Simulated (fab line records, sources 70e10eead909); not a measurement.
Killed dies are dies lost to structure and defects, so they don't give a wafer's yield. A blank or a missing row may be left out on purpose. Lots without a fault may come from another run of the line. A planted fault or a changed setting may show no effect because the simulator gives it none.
Which tool did it? | flow nand_harc | 7 lots, 21 wafers sampled, at 2 steps of a route of 1302

WHAT THE GAUGES READ, wafer by wafer
NHARC_A_ONON_D1_THK_MEAS_30: measures by ellipsometry.
lot  | measured     | on            | thk_nm (nm)
L628 | day 9 06:02  | film_metro-02 | 995 995 995
L630 | day 10 03:17 | film_metro-02 | 1009 1010 1009
L634 | day 11 15:05 | film_metro-02 | 995 994 995
L636 | day 12 05:16 | film_metro-02 | 1003 1003 1003
L641 | day 15 04:50 | film_metro-01 | 995 993 994
L643 | day 15 11:50 | film_metro-02 | 1004 1004 1005
L649 | day 17 18:59 | film_metro-02 | 1756 1757 1755

WHICH TOOL RAN EACH LOT (tool, then ch and the chambers of the sampled wafers, then the start)
lot  | NHARC_A_ONON_D1_DEP_28
L628 | pecvd_onon-04 ch 0, day 9 05:38
L630 | pecvd_onon-03 ch 0, day 10 02:47
L634 | pecvd_onon-04 ch 0, day 11 14:34
L636 | pecvd_onon-04 ch 0, day 12 04:49
L641 | pecvd_onon-03 ch 0, day 15 04:26
L643 | pecvd_onon-01 ch 0, day 15 11:23
L649 | pecvd_onon-04 ch 0, day 17 18:28
- NHARC_A_ONON_D1_DEP_28: target thk 1000 nm.

THE ANSWER, worked out from the rows above alone
Rule: what is usual is taken from the lots themselves. Put in order of their means at a reading, lots are off if they are a third of the lots or fewer, leave a main group of 4 or more, and stand apart from it by a gap of 3 or more times the standard deviation of the main group's means; of several such gaps the widest counts. A main group whose means are all the same, to the digits that the tables above print for the reading, isn't used. A lot without any number at a reading at which 4 lots or more have one is off too. The other lots that the step has rows for count as sound.
Off: L649, at NHARC_A_ONON_D1_THK_MEAS_30 (thk_nm). The main group: mean 1000 nm, standard deviation 5.8.
A tool fits if, at a process step before that reading, it ran every lot that is off, and no sound lot after the first of them. The gauges at NHARC_A_ONON_D1_THK_MEAS_30 are tried like those tools. Can't be told from this: 2 tools fit, pecvd_onon-04 at NHARC_A_ONON_D1_DEP_28, film_metro-02 at NHARC_A_ONON_D1_THK_MEAS_30.

WHAT THE SIMULATOR HAD PUT IN
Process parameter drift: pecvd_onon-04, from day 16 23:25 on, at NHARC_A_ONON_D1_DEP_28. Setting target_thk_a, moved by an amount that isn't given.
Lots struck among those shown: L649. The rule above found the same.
